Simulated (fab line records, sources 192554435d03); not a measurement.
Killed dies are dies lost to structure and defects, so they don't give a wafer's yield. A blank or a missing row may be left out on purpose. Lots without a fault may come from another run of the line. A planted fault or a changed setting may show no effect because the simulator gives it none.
fab line records | flow n5_finfet
record lots=24 wafers=72 last_day=19
route steps=1938 shown GATE_CUT@466 MOL_CONTACT_COAG@540
lots that met no fault: from a run of the same line without faults
start_h: hours from the record's first day to the start of the lot's first wafer shown | wait_h: hours since the lot's step before | " the same as in the row above | L1.1+2: a row that stands for several wafers | - no value, or no start given | * or withheld: withheld | < > ~ a bound
route shown NAME@n: a module of which the file shows steps, and the number in the route of the first | usual: mean/standard deviation of fault-free wafers | same: alike in all rows | chamber/n: place in a boat | sites: the reading at each site | _std_site: their standard deviation | _edge_site: outer sites' mean less inner sites' | radius_mm: how far each site lies from the wafer's centre | mask NAME#n: copy n | behind: the tool/chamber that last shaped the wafer | hold: why the lot was held/for how many hours/how that ended | device: the transistor (n, p or np) that didn't switch | end of line: the same wafers' tests at the end of the route | a step without rows: its recipe alone | killed: dies lost to structure and defects at the first sort, not the wafer's yield | map: a wafer's dies, x killed, . not, _ none there
set.NAME: the setting as run; set.NAME@STEP: as run at that earlier step | model.NAME: the simulator's own value behind a step, which no gauge read
steps of the route over a sample of lots; a table a step, a row a wafer
services: from which hour (start_h, from the record's first day; less than 0 if before it) a tool's chamber was out of use, for how many hours, and why
## steps
# step N5_GATE_CUT_ETCH_56
# recipe chemistry=Cl2/Ar target=TiN target_depth_a=216 pressure_mtorr=10 icp_w=600 bias_w=60 Cl2_flow_sccm=40 Ar_flow_sccm=60
# usual drypump_motor_current_A=5.4/0.61 oes_product_au=0.75/0.078 throttle_valve_pct=20.89/0.08
# columns lot.wafer tool chamber start_h wait_h drypump_motor_current_A oes_product_au rf_hours_counter_h throttle_valve_pct
L074.2 rie_metal-03 1 83.03 0.1 4.9 0.77 37 21.07
L074.3 " 1 " " 4.9 0.77 - 21.08
L074.5 " 0 " " 5.5 0.83 - 20.78
L075.3 rie_metal-03 1 85.56 0.1 4.9 0.77 - 21.08
L075.4 " 0 " " 5.5 0.84 - 20.78
L075.6 " 1 " " 4.9 0.77 - 21.09
L076.1 rie_metal-02 0 93.04 0.1 5.9 0.61 118 20.92
L076.2 " 1 " " 4.7 0.76 34 20.83
L076.6 " 1 " " 4.7 0.76 - 20.84
L077.3 rie_metal-03 0 98.42 0.2 5.5 0.83 - 20.79
L077.4 " 0 " " 5.5 0.83 - 20.78
L077.5 " 0 " " 5.5 0.83 - 20.77
L078.1 rie_metal-01 0 103.81 0.1 6.3 0.74 62 20.94
L078.2 " 1 " " 4.9 0.84 26 20.83
L078.4 " 0 " " 6.3 0.75 - 20.93
L079.1 rie_metal-02 1 109.78 0.1 4.7 0.76 36 20.83
L079.3 " 1 " " 4.7 0.76 - 20.82
L079.6 " 1 " " 4.7 0.77 - 20.84
L080.1 rie_metal-02 1 115.25 0.1 4.7 0.76 36 20.84
L080.2 " 0 " " 5.8 0.61 120 20.90
L080.6 " 1 " " 4.7 0.76 - 20.83
L081.1 rie_metal-01 0 125.65 0.1 6.3 0.75 64 20.93
L081.4 " 0 " " 6.2 0.74 - 20.94
L081.6 " 1 " " 4.8 0.84 - 20.83
L082.2 rie_metal-01 0 131.70 0.1 6.3 0.74 64 20.95
L082.4 " 0 " " 6.3 0.74 - 20.94
L082.5 " 0 " " 6.3 0.74 - 20.94
L083.2 rie_metal-03 0 135.22 0.1 5.5 0.81 30 20.81
L083.3 " 1 " " 4.9 0.76 - 21.08
L083.4 " 0 " " 5.5 0.81 - 20.80
L084.4 rie_metal-02 0 144.81 0.1 5.8 0.60 - 20.92
L084.5 " 1 " " 4.7 0.75 - 20.85
L084.6 " 0 " " 5.8 0.60 - 20.93
L085.3 rie_metal-01 1 145.47 0.1 4.8 0.83 - 20.82
L085.4 " 0 " " 6.3 0.74 - 20.92
L085.5 " 0 " " 6.3 0.74 - 20.92
L086.1 rie_metal-02 1 151.10 0.1 4.7 0.74 40 20.85
L086.3 " 1 " " 4.7 0.75 - 20.86
L086.5 " 0 " " 5.8 0.60 - 20.91
L087.3 rie_metal-01 0 158.59 0.1 6.3 0.74 - 20.94
L087.4 " 1 " " 4.9 0.84 - 20.83
L087.6 " 1 " " 4.9 0.84 - 20.84
L088.1 rie_metal-02 0 163.05 0.1 5.8 0.59 125 20.93
L088.3 " 0 " " 5.8 0.59 - 20.92
L088.4 " 1 " " 4.7 0.74 - 20.85
L089.1 rie_metal-02 1 169.20 0.1 4.7 0.74 42 20.86
L089.2 " 0 " " 5.8 0.59 126 20.93
L089.6 " 0 " " 5.8 0.59 - 20.93
L090.1 rie_metal-01 1 175.91 0.1 4.8 0.83 31 20.83
L090.2 " 0 " " 6.3 0.73 68 20.95
L090.4 " 1 " " 4.9 0.83 - 20.83
L091.4 rie_metal-03 0 181.26 0.1 5.5 0.81 - 20.79
L091.5 " 1 " " 4.9 0.75 - 21.09
L091.6 " 0 " " 5.5 0.81 - 20.80
L092.1 rie_metal-01 0 186.86 0.1 6.3 0.73 68 20.95
L092.3 " 1 " " 4.8 0.83 - 20.85
L092.4 " 0 " " 6.3 0.73 - 20.98
L093.1 rie_metal-01 1 192.55 0.1 4.8 0.82 32 20.84
L093.2 " 0 " " 6.3 0.73 69 20.96
L093.5 " 1 " " 4.8 0.83 - 20.84
L094.1 rie_metal-02 0 200.13 0.1 5.8 0.59 127 20.93
L094.3 " 1 " " 4.7 0.74 - 20.85
L094.5 " 0 " " 5.8 0.59 - 20.91
L095.4 rie_metal-01 1 210.87 0.1 4.8 0.81 - 20.84
L095.5 " 1 " " 4.8 0.82 - 20.85
L095.6 " 0 " " 6.2 0.73 - 20.97
L096.3 rie_metal-01 1 211.31 0.1 4.9 0.82 - 20.83
L096.5 " 0 " " 6.3 0.73 - 20.95
L096.6 " 1 " " 4.9 0.82 - 20.85
L097.2 rie_metal-01 0 223.81 0.1 6.3 0.72 72 20.95
L097.3 " 0 " " 6.3 0.72 - 20.96
L097.5 " 1 " " 4.9 0.82 - 20.86
# step N5_GATE_CUT_STRIP_42
# recipe chemistry=O2 power_w=400 temp_c=40 pressure_mtorr=30 rf_frequency_hz=6e+07 bias_power_w=0 overash_fraction=0.3 o2_flow_sccm=225
# usual drypump_motor_current_A=5.76/0.28 oes_product_au=0.79/0.081 rf_vpp_V=3.5/0.46 showerhead_plenum_p_Torr=2.06/0.069 throttle_valve_pct=16.67/0.18
# columns lot.wafer tool chamber start_h wait_h drypump_motor_current_A oes_product_au rf_hours_counter_h rf_vpp_V showerhead_plenum_p_Torr throttle_valve_pct
L074.2 rie_diel-05 2 87.27 0.0 5.33 0.75 165 3.7 2.06 16.59
L074.3 " 1 " " 5.77 0.77 130 3.2 2.20 16.61
L074.5 " 1 " " 5.76 0.75 - 4.2 2.20 16.61
L075.3 rie_diel-03 3 89.54 0.0 5.70 0.78 141 2.8 2.01 16.80
L075.4 " 2 " " 6.05 0.71 170 3.3 2.00 16.61
L075.6 " 1 " " 5.99 0.79 - 3.0 2.09 16.53
L076.1 rie_diel-06 0 97.47 0.0 5.56 0.90 14 3.4 2.06 16.36
L076.2 " 2 " " 5.33 0.70 231 3.8 2.01 17.06
L076.6 " 0 " " 5.55 0.92 - 2.8 2.06 16.34
L077.3 rie_diel-03 1 103.34 0.0 5.94 0.79 116 3.4 2.09 16.55
L077.4 " 3 " " 5.70 0.79 146 3.5 2.01 16.81
L077.5 " 3 " " 5.70 0.78 - 3.0 2.00 16.79
L078.1 rie_diel-05 1 107.73 0.0 5.78 0.75 137 3.4 2.19 16.61
L078.2 " 2 " " 5.32 0.74 172 2.8 2.06 16.58
L078.4 " 3 " " 5.92 0.85 - 4.2 2.14 16.80
L079.1 rie_diel-05 1 113.57 0.0 5.78 0.76 140 3.6 2.19 16.63
L079.3 " 3 " " 5.97 0.86 48 3.7 2.14 16.80
L079.6 " 3 " " 5.99 0.85 - 3.1 2.14 16.80
L080.1 rie_diel-03 2 119.38 0.0 6.04 0.70 178 3.7 2.00 16.60
L080.2 " 3 " " 5.71 0.77 150 4.3 2.00 16.82
L080.6 " 3 " " 5.70 0.77 - 3.3 2.00 16.81
L081.1 rie_diel-06 0 129.44 0.0 5.58 0.89 23 4.0 2.05 16.35
L081.4 " 1 " " 5.65 0.76 151 4.8 2.03 16.76
L081.6 " 3 " " 5.86 0.79 - 4.0 2.00 16.49
L082.2 rie_diel-03 1 136.17 0.0 5.95 0.77 126 3.2 2.09 16.55
L082.4 " 2 " " 6.06 0.70 - 3.6 2.00 16.61
L082.5 " 1 " " 5.98 0.76 - 3.1 2.09 16.55
L083.2 rie_diel-03 1 139.01 0.0 5.97 0.76 128 3.8 2.09 16.54
L083.3 " 3 " " 5.69 0.77 158 3.5 2.00 16.83
L083.4 " 3 " " 5.68 0.76 - 3.9 2.00 16.84
L084.4 rie_diel-05 0 148.61 0.0 5.50 1.01 4 3.5 2.12 16.70
L084.5 " 1 " " 5.75 0.74 - 3.9 2.19 16.63
L084.6 " 0 " " 5.49 1.00 - 3.3 2.12 16.68
L085.3 rie_diel-05 1 149.43 0.0 5.75 0.73 151 4.7 2.19 16.64
L085.4 " 2 " " 5.33 0.73 186 2.8 2.05 16.61
L085.5 " 3 " " 5.96 0.84 - 3.1 2.14 16.83
L086.1 rie_diel-03 3 155.01 0.0 5.70 0.76 164 4.2 2.00 16.83
L086.3 " 2 " " 6.07 0.70 193 2.7 1.99 16.63
L086.5 " 2 " " 6.04 0.70 - 3.3 1.99 16.63
L087.3 rie_diel-06 2 162.48 0.0 5.31 0.68 249 2.8 2.00 17.10
L087.4 " 1 " " 5.63 0.75 161 3.5 2.03 16.76
L087.6 " 3 " " 5.86 0.77 - 3.6 2.00 16.52
L088.1 rie_diel-06 1 168.43 0.0 5.66 0.76 162 3.6 2.03 16.77
L088.3 " 0 " " 5.57 0.87 32 4.2 2.05 16.37
L088.4 " 1 " " 5.66 0.76 - 3.6 2.03 16.76
L089.1 rie_diel-03 0 173.38 0.0 6.38 0.94 6 2.2 2.07 16.55
L089.2 " 2 " " 6.05 0.70 198 4.2 1.99 16.65
L089.6 " 3 " " 5.70 0.76 - 3.9 2.00 16.85
L090.1 rie_diel-06 1 180.25 0.0 5.66 0.75 166 3.4 2.03 16.78
L090.2 " 3 " " 5.85 0.78 134 3.4 2.00 16.52
L090.4 " 0 " " 5.57 0.86 36 4.0 2.05 16.38
L091.4 rie_diel-03 3 185.79 0.0 5.69 0.76 173 3.5 2.00 16.86
L091.5 " 2 " " 6.04 0.70 - 3.4 1.99 16.66
L091.6 " 1 " " 6.00 0.76 - 3.6 2.08 16.58
L092.1 rie_diel-03 3 191.35 0.0 5.69 0.76 174 3.8 2.00 16.86
L092.3 " 1 " " 5.95 0.76 142 3.6 2.08 16.57
L092.4 " 2 " " 6.04 0.69 203 3.8 1.99 16.67
L093.1 rie_diel-06 0 196.69 0.0 5.56 0.87 41 4.1 2.05 16.40
L093.2 " 1 " " 5.65 0.75 171 3.9 2.03 16.78
L093.5 " 3 " " 5.87 0.77 - 3.6 2.00 16.52
L094.1 rie_diel-06 0 204.00 0.0 5.57 0.85 44 3.9 2.05 16.40
L094.3 " 1 " " 5.64 0.74 174 3.0 2.02 16.79
L094.5 " 0 " " 5.57 0.85 - 3.2 2.05 16.40
L095.4 rie_diel-06 2 215.52 0.0 5.31 0.98 2 3.8 2.27 16.61
L095.5 " 2 " " 5.30 0.98 - 3.1 2.27 16.61
L095.6 " 1 " " 5.64 0.73 - 3.5 2.02 16.79
L096.3 rie_diel-06 1 216.71 0.0 5.64 0.74 178 3.9 2.02 16.79
L096.5 " 1 " " 5.66 0.74 - 4.5 2.02 16.79
L096.6 " 0 " " 5.56 0.85 - 3.4 2.04 16.41
L097.2 rie_diel-06 0 227.85 0.0 5.56 0.85 51 3.3 2.04 16.41
L097.3 " 3 " " 5.88 0.77 148 3.8 2.00 16.55
L097.5 " 3 " " 5.88 0.77 - 4.4 2.00 16.56
# step N5_GATE_CUT_ETCH_19
# recipe chemistry=CH3F/O2 target=SiNx mask_material=SiO2 target_depth_a=537 time_s=76.7 pressure_mtorr=30 source_w=395 bias_w=73 Ar_flow_sccm=150 CH3F_flow_sccm=30 O2_flow_sccm=20 ion_energy_ev=120 ends=cleared
# usual drypump_motor_current_A=5.76/0.28 etch_rf_on_time_s=76.6/1.9 oes_product_au=0.68/0.069 rf_vpp_V=297/6.2 showerhead_plenum_p_Torr=1.96/0.068 throttle_valve_pct=16.32/0.21
# columns lot.wafer tool chamber start_h wait_h drypump_motor_current_A etch_rf_on_time_s oes_product_au rf_hours_counter_h rf_vpp_V showerhead_plenum_p_Torr throttle_valve_pct
L074.2 rie_diel-05 2 87.31 0.0 5.33 81.2 0.62 165 296 2.02 16.54
L074.3 " 1 " " 5.77 76.2 0.66 130 308 2.07 16.19
L074.5 " 1 " " 5.76 75.8 0.66 - 307 2.07 16.17
L075.3 rie_diel-03 3 89.58 0.0 5.68 78.3 0.67 141 299 1.92 16.48
L075.4 " 2 " " 6.07 76.3 0.62 170 288 1.93 16.40
L075.6 " 1 " " 5.97 74.4 0.69 - 291 2.00 16.23
L076.1 rie_diel-06 0 97.51 0.0 5.55 77.8 0.79 14 300 1.95 15.94
L076.2 " 2 " " 5.34 73.6 0.61 231 298 1.91 16.71
L076.6 " 0 " " 5.58 77.3 0.80 - 300 1.95 15.93
L077.3 rie_diel-03 1 103.38 0.0 5.96 76.0 0.68 116 291 2.00 16.23
L077.4 " 3 " " 5.71 77.8 0.67 146 299 1.91 16.47
L077.5 " 3 " " 5.71 77.7 0.67 - 301 1.91 16.52
L078.1 rie_diel-05 1 107.77 0.0 5.75 75.1 0.66 137 306 2.07 16.19
L078.2 " 2 " " 5.32 80.9 0.62 172 295 2.02 16.56
L078.4 " 3 " " 5.93 77.8 0.73 - 302 2.05 16.50
L079.1 rie_diel-05 1 113.61 0.0 5.75 75.0 0.66 140 307 2.07 16.20
L079.3 " 3 " " 5.96 77.0 0.73 48 302 2.05 16.50
L079.6 " 3 " " 5.98 77.4 0.73 - 304 2.05 16.51
L080.1 rie_diel-03 2 119.42 0.0 6.04 76.7 0.61 178 287 1.93 16.42
L080.2 " 3 " " 5.69 77.9 0.66 150 300 1.91 16.50
L080.6 " 3 " " 5.69 77.7 0.66 - 301 1.91 16.49
L081.1 rie_diel-06 0 129.48 0.0 5.55 78.4 0.77 23 300 1.94 15.96
L081.4 " 1 " " 5.64 76.9 0.65 151 288 1.89 16.19
L081.6 " 3 " " 5.85 73.5 0.68 - 299 1.91 16.15
L082.2 rie_diel-03 1 136.21 0.0 5.94 75.8 0.67 126 292 2.00 16.26
L082.4 " 2 " " 6.07 76.7 0.60 - 287 1.93 16.44
L082.5 " 1 " " 5.98 75.6 0.67 - 292 2.00 16.27
L083.2 rie_diel-03 1 139.05 0.0 5.99 76.2 0.67 128 292 2.00 16.26
L083.3 " 3 " " 5.71 77.6 0.65 158 300 1.91 16.51
L083.4 " 3 " " 5.70 77.6 0.66 - 301 1.91 16.52
L084.4 rie_diel-05 0 148.65 0.0 5.50 74.3 0.86 4 296 2.04 16.47
L084.5 " 1 " " 5.75 76.4 0.65 - 307 2.06 16.22
L084.6 " 0 " " 5.50 74.7 0.85 - 297 2.04 16.45
L085.3 rie_diel-05 1 149.47 0.0 5.79 76.4 0.65 151 306 2.07 16.23
L085.4 " 2 " " 5.31 80.6 0.61 186 295 2.01 16.59
L085.5 " 3 " " 5.93 78.7 0.71 - 304 2.05 16.54
L086.1 rie_diel-03 3 155.05 0.0 5.70 77.7 0.66 164 300 1.91 16.52
L086.3 " 2 " " 6.08 76.5 0.60 193 285 1.93 16.45
L086.5 " 2 " " 6.06 76.7 0.60 - 286 1.92 16.44
L087.3 rie_diel-06 2 162.52 0.0 5.35 74.1 0.60 249 299 1.90 16.74
L087.4 " 1 " " 5.62 75.8 0.65 161 289 1.89 16.19
L087.6 " 3 " " 5.88 73.8 0.67 - 299 1.90 16.18
L088.1 rie_diel-06 1 168.47 0.0 5.63 75.1 0.66 162 289 1.89 16.20
L088.3 " 0 " " 5.56 77.0 0.76 32 299 1.94 15.97
L088.4 " 1 " " 5.63 75.1 0.66 - 290 1.89 16.21
L089.1 rie_diel-03 0 173.42 0.0 6.42 76.2 0.80 6 304 1.95 16.06
L089.2 " 2 " " 6.06 75.7 0.59 198 286 1.92 16.45
L089.6 " 3 " " 5.70 77.1 0.65 - 299 1.91 16.53
L090.1 rie_diel-06 1 180.29 0.0 5.64 76.6 0.65 166 288 1.89 16.20
L090.2 " 3 " " 5.87 75.1 0.67 134 298 1.90 16.18
L090.4 " 0 " " 5.55 79.1 0.74 36 300 1.94 15.95
L091.4 rie_diel-03 3 185.83 0.0 5.71 78.0 0.64 173 301 1.90 16.54
L091.5 " 2 " " 6.11 75.4 0.60 - 285 1.92 16.47
L091.6 " 1 " " 5.95 76.4 0.66 - 291 1.99 16.29
L092.1 rie_diel-03 3 191.39 0.0 5.71 77.4 0.65 174 301 1.90 16.54
L092.3 " 1 " " 5.95 75.2 0.66 142 290 1.99 16.32
L092.4 " 2 " " 6.05 74.6 0.60 203 286 1.92 16.46
L093.1 rie_diel-06 0 196.73 0.0 5.56 78.3 0.74 41 302 1.94 15.98
L093.2 " 1 " " 5.65 77.1 0.64 171 288 1.89 16.21
L093.5 " 3 " " 5.87 74.3 0.67 - 300 1.90 16.20
L094.1 rie_diel-06 0 204.04 0.0 5.58 78.4 0.74 44 300 1.94 15.98
L094.3 " 1 " " 5.62 76.9 0.64 174 289 1.89 16.21
L094.5 " 0 " " 5.57 77.9 0.74 - 299 1.94 15.99
L095.4 rie_diel-06 2 215.56 0.0 5.34 75.0 0.85 2 303 2.15 16.22
L095.5 " 2 " " 5.32 74.6 0.85 - 304 2.15 16.20
L095.6 " 1 " " 5.62 76.7 0.63 - 289 1.89 16.23
L096.3 rie_diel-06 1 216.75 0.0 5.66 76.7 0.63 179 289 1.88 16.23
L096.5 " 1 " " 5.67 76.6 0.64 - 289 1.88 16.22
L096.6 " 0 " " 5.56 78.2 0.73 - 300 1.94 15.99
L097.2 rie_diel-06 0 227.89 0.0 5.58 77.9 0.73 51 300 1.93 15.99
L097.3 " 3 " " 5.88 74.2 0.67 148 299 1.90 16.21
L097.5 " 3 " " 5.84 74.1 0.66 - 299 1.90 16.19
# step N5_GATE_CUT_VAPOR_ETCH_48
# recipe chemistry=BCl3/Cl2 target=TiN mode=isotropic
# usual drypump_motor_current_A=5.4/0.61 oes_product_au=0.75/0.074
# columns lot.wafer tool chamber start_h wait_h drypump_motor_current_A oes_product_au
L074.2 rie_metal-01 1 87.60 0.0 4.8 0.85
L074.3 " 1 " " 4.9 0.85
L074.5 " 0 " " 6.2 0.74
L075.3 rie_metal-01 1 89.87 0.0 4.9 0.84
L075.4 " 0 " " 6.3 0.73
L075.6 " 1 " " 4.9 0.83
L076.1 rie_metal-02 1 97.80 0.0 4.7 0.75
L076.2 " 0 " " 5.8 0.62
L076.6 " 1 " " 4.7 0.76
L077.3 rie_metal-02 1 103.67 0.0 4.7 0.76
L077.4 " 0 " " 5.8 0.63
L077.5 " 0 " " 5.8 0.63
L078.1 rie_metal-01 0 108.05 0.0 6.3 0.73
L078.2 " 1 " " 4.8 0.83
L078.4 " 0 " " 6.3 0.74
L079.1 rie_metal-03 0 114.08 0.1 5.5 0.84
L079.3 " 0 " " 5.5 0.84
L079.6 " 0 " " 5.5 0.83
L080.1 rie_metal-01 0 119.71 0.0 6.3 0.74
L080.2 " 1 " " 4.8 0.84
L080.6 " 0 " " 6.3 0.74
L081.1 rie_metal-02 1 129.77 0.0 4.7 0.76
L081.4 " 1 " " 4.7 0.76
L081.6 " 0 " " 5.8 0.62
L082.2 rie_metal-01 1 136.49 0.0 4.8 0.82
L082.4 " 0 " " 6.3 0.73
L082.5 " 0 " " 6.3 0.73
L083.2 rie_metal-01 1 139.33 0.0 4.9 0.83
L083.3 " 1 " " 4.9 0.84
L083.4 " 0 " " 6.3 0.73
L084.4 rie_metal-02 1 148.94 0.0 4.7 0.75
L084.5 " 1 " " 4.7 0.75
L084.6 " 0 " " 5.8 0.62
L085.3 rie_metal-02 1 149.76 0.0 4.7 0.74
L085.4 " 0 " " 5.8 0.62
L085.5 " 0 " " 5.8 0.62
L086.1 rie_metal-02 1 155.34 0.0 4.7 0.74
L086.3 " 1 " " 4.7 0.74
L086.5 " 1 " " 4.7 0.74
L087.3 rie_metal-01 0 162.81 0.0 6.3 0.73
L087.4 " 1 " " 4.9 0.82
L087.6 " 1 " " 4.8 0.82
L088.1 rie_metal-01 0 168.76 0.0 6.3 0.73
L088.3 " 0 " " 6.3 0.73
L088.4 " 1 " " 4.9 0.83
L089.1 rie_metal-03 0 173.71 0.0 5.5 0.83
L089.2 " 1 " " 4.9 0.76
L089.6 " 1 " " 4.9 0.76
L090.1 rie_metal-01 0 180.58 0.0 6.2 0.73
L090.2 " 1 " " 4.8 0.83
L090.4 " 0 " " 6.3 0.73
L091.4 rie_metal-02 1 186.13 0.0 4.7 0.74
L091.5 " 1 " " 4.7 0.73
L091.6 " 0 " " 5.8 0.61
L092.1 rie_metal-02 0 191.68 0.0 5.8 0.61
L092.3 " 1 " " 4.7 0.73
L092.4 " 0 " " 5.9 0.61
L093.1 rie_metal-01 0 197.01 0.0 6.3 0.72
L093.2 " 1 " " 4.9 0.83
L093.5 " 1 " " 4.8 0.82
L094.1 rie_metal-02 1 204.32 0.0 4.7 0.74
L094.3 " 1 " " 4.7 0.74
L094.5 " 1 " " 4.7 0.74
L095.4 rie_metal-01 1 215.86 0.0 4.8 0.80
L095.5 " 0 " " 6.3 0.71
L095.6 " 1 " " 4.8 0.81
L096.3 rie_metal-03 0 217.05 0.0 5.4 0.81
L096.5 " 0 " " 5.5 0.80
L096.6 " 1 " " 4.9 0.74
L097.2 rie_metal-03 1 228.18 0.0 4.9 0.74
L097.3 " 1 " " 4.9 0.75
L097.5 " 0 " " 5.4 0.82
# step N5_MOL_CONTACT_COAG_CD_MEAS_99
# recipe target_cd_nm=17.2 polarity=opening
# usual cd_nm=17.4/0.45
# columns lot.wafer tool chamber start_h wait_h cd_nm
L074.2 cd_sem-01 - 91.54 - 17.5
L074.3 " - " " 17.6
L074.5 " - " " 17.0
L075.3 cd_sem-03 - 93.68 - 17.6
L075.4 " - " " 17.2
L075.6 " - " " 17.9
L076.1 cd_sem-02 - 101.66 - 17.0
L076.2 " - " " 17.7
L076.6 " - " " 17.1
L077.3 cd_sem-02 - 107.28 - 16.4
L077.4 " - " " 15.9
L077.5 " - " " 16.9
L078.1 cd_sem-01 - 111.66 - 17.5
L078.2 " - " " 17.6
L078.4 " - " " 17.6
L079.1 cd_sem-03 - 118.07 - 17.5
L079.3 " - " " 17.7
L079.6 " - " " 17.7
L080.1 cd_sem-03 - 123.37 - 17.1
L080.2 " - " " 17.3
L080.6 " - " " 17.6
L081.1 cd_sem-01 - 133.37 - 18.2
L081.4 " - " " 17.4
L081.6 " - " " 17.3
L082.2 cd_sem-01 - 140.12 - 17.6
L082.4 " - " " 17.9
L082.5 " - " " 18.1
L083.2 cd_sem-02 - 143.13 - 17.8
L083.3 " - " " 18.3
L083.4 " - " " 17.1
L084.4 cd_sem-01 - 152.56 - 18.2
L084.5 " - " " 17.8
L084.6 " - " " 18.3
L085.3 cd_sem-03 - 153.73 - 17.7
L085.4 " - " " 17.6
L085.5 " - " " 17.0
L086.1 cd_sem-02 - 158.95 - 17.6
L086.3 " - " " 17.7
L086.5 " - " " 17.4
L087.3 cd_sem-03 - 166.59 - 17.1
L087.4 " - " " 17.8
L087.6 " - " " 17.4
L088.1 cd_sem-03 - 173.67 - 16.9
L088.3 " - " " 16.5
L088.4 " - " " 17.4
L089.1 cd_sem-03 - 177.47 - 17.6
L089.2 " - " " 17.3
L089.6 " - " " 17.0
L090.1 cd_sem-01 - 184.71 - 17.2
L090.2 " - " " 17.6
L090.4 " - " " 17.0
L091.4 cd_sem-01 - 189.91 - 17.7
L091.5 " - " " 17.5
L091.6 " - " " 17.4
L092.1 cd_sem-03 - 195.41 - 17.9
L092.3 " - " " 17.1
L092.4 " - " " 17.3
L093.1 cd_sem-01 - 200.75 - 17.9
L093.2 " - " " 17.6
L093.5 " - " " 18.2
L094.1 cd_sem-02 - 208.79 - 17.3
L094.3 " - " " 18.1
L094.5 " - " " 17.4
L095.4 cd_sem-02 - 220.16 - 17.5
L095.5 " - " " 17.2
L095.6 " - " " 16.6
L096.3 cd_sem-01 - 221.04 - 17.7
L096.5 " - " " 16.9
L096.6 " - " " 17.7
L097.2 cd_sem-02 - 233.57 - 17.4
L097.3 " - " " 17.7
L097.5 " - " " 17.5
# step N5_MOL_CONTACT_COAG_SPUTTER_130
# recipe material=Co target_thk_a=475 temp_c=25 chamber_pressure_pa=0.5 power_w=3000
# usual chamber_pressure_pa=0.5000/0.00091 throttle_valve_pct=30.2/0.83
# columns lot.wafer tool chamber start_h wait_h chamber_pressure_pa throttle_valve_pct
L074.2 pvd_sputter-03 - 95.73 0.0 0.5010 31.1
L074.3 " - " " 0.4987 30.4
L074.5 " - " " 0.5008 30.5
L075.3 pvd_sputter-01 - 98.43 0.0 0.4999 28.2
L075.4 " - " " 0.4999 29.9
L075.6 " - " " 0.5002 30.9
L076.1 pvd_sputter-02 - 108.48 0.0 0.4998 31.4
L076.2 " - " " 0.5015 30.3
L076.6 " - " " 0.5010 29.8
L077.3 pvd_sputter-03 - 115.24 0.0 0.4999 30.3
L077.4 " - " " 0.5008 30.6
L077.5 " - " " 0.5006 30.8
L078.1 pvd_sputter-01 - 115.57 0.0 0.5002 31.2
L078.2 " - " " 0.5006 28.1
L078.4 " - " " 0.5013 29.8
L079.1 pvd_sputter-01 - 126.53 0.0 0.4983 30.0
L079.3 " - " " 0.4995 30.8
L079.6 " - " " 0.4989 29.8
L080.1 pvd_sputter-02 - 130.17 0.0 0.4998 30.2
L080.2 " - " " 0.4995 28.4
L080.6 " - " " 0.4977 28.4
L081.1 pvd_sputter-02 - 137.13 0.0 0.4978 30.0
L081.4 " - " " 0.5004 28.4
L081.6 " - " " 0.4987 29.9
L082.2 pvd_sputter-01 - 145.22 0.0 0.4997 28.3
L082.4 " - " " 0.5000 30.0
L082.5 " - " " 0.4995 29.9
L083.2 pvd_sputter-01 - 148.61 0.0 0.4981 30.3
L083.3 " - " " 0.5006 28.0
L083.4 " - " " 0.5000 29.9
L084.4 pvd_sputter-03 - 159.31 0.1 0.4989 30.2
L084.5 " - " " 0.4993 30.5
L084.6 " - " " 0.5006 30.4
L085.3 pvd_sputter-03 - 159.72 0.0 0.4997 30.4
L085.4 " - " " 0.4994 30.6
L085.5 " - " " 0.5002 30.4
L086.1 pvd_sputter-01 - 163.84 0.0 0.5011 30.6
L086.3 " - " " 0.5005 28.1
L086.5 " - " " 0.4986 28.4
L087.3 pvd_sputter-02 - 171.79 0.0 0.5007 30.1
L087.4 " - " " 0.4998 30.6
L087.6 " - " " 0.4993 28.2
L088.1 pvd_sputter-03 - 179.39 0.0 0.5003 30.2
L088.3 " - " " 0.5000 30.5
L088.4 " - " " 0.5006 30.0
L089.1 pvd_sputter-03 - 184.35 0.0 0.5003 30.5
L089.2 " - " " 0.5012 31.1
L089.6 " - " " 0.4987 30.3
L090.1 pvd_sputter-03 - 190.31 0.0 0.5004 30.4
L090.2 " - " " 0.5000 31.0
L090.4 " - " " 0.5004 30.5
L091.4 pvd_sputter-03 - 196.79 0.0 0.5021 30.4
L091.5 " - " " 0.4991 30.9
L091.6 " - " " 0.5016 30.2
L092.1 pvd_sputter-03 - 200.13 0.0 0.5016 30.7
L092.3 " - " " 0.5005 30.0
L092.4 " - " " 0.4982 30.1
L093.1 pvd_sputter-02 - 208.11 0.0 0.5020 28.5
L093.2 " - " " 0.5000 29.8
L093.5 " - " " 0.5005 30.1
L094.1 pvd_sputter-01 - 215.27 0.0 0.5014 30.0
L094.3 " - " " 0.5003 28.3
L094.5 " - " " 0.5007 30.1
L095.4 pvd_sputter-03 - 225.12 0.0 0.5000 31.3
L095.5 " - " " 0.5001 30.6
L095.6 " - " " 0.5000 30.3
L096.3 pvd_sputter-03 - 227.16 0.0 0.4991 30.1
L096.5 " - " " 0.4992 30.3
L096.6 " - " " 0.4997 30.2
L097.2 pvd_sputter-01 - 238.89 0.0 0.5009 30.9
L097.3 " - " " 0.5000 28.1
L097.5 " - " " 0.5000 28.0
## services
# columns tool chamber start_h hours kind
rie_diel-05 2 75.18 5.8 repair
pvd_sputter-03 - 77.30 0.9 repair
pvd_sputter-03 - 80.86 11.1 repair
rie_diel-05 0 87.02 11.6 repair
rie_diel-06 - 90.88 0.7 repair
rie_metal-03 1 94.94 8.2 repair
rie_metal-03 1 103.40 16.7 repair
rie_diel-03 0 116.90 - clean
rie_diel-03 0 116.90 - consumable_replace:esc
rie_diel-03 0 116.90 - consumable_replace:focus_ring
pvd_sputter-03 - 138.10 13.5 repair
rie_diel-03 1 154.43 5.8 repair
rie_diel-06 3 165.87 11.5 repair
pvd_sputter-02 - 177.90 0.7 repair
rie_diel-06 2 182.28 6.3 repair
rie_diel-06 2 188.79 - clean
rie_diel-06 2 188.79 - consumable_replace:focus_ring
rie_diel-06 2 188.79 - consumable_replace:showerhead
rie_diel-06 2 188.79 20.9 scheduled_down
rie_diel-06 2 188.79 20.9 vent_cycle
rie_diel-03 3 204.13 13.8 repair
rie_diel-06 - 216.83 4.3 pm
rie_diel-05 3 228.51 2.4 repair
rie_diel-06 2 235.86 5.7 repair
## key
fault none
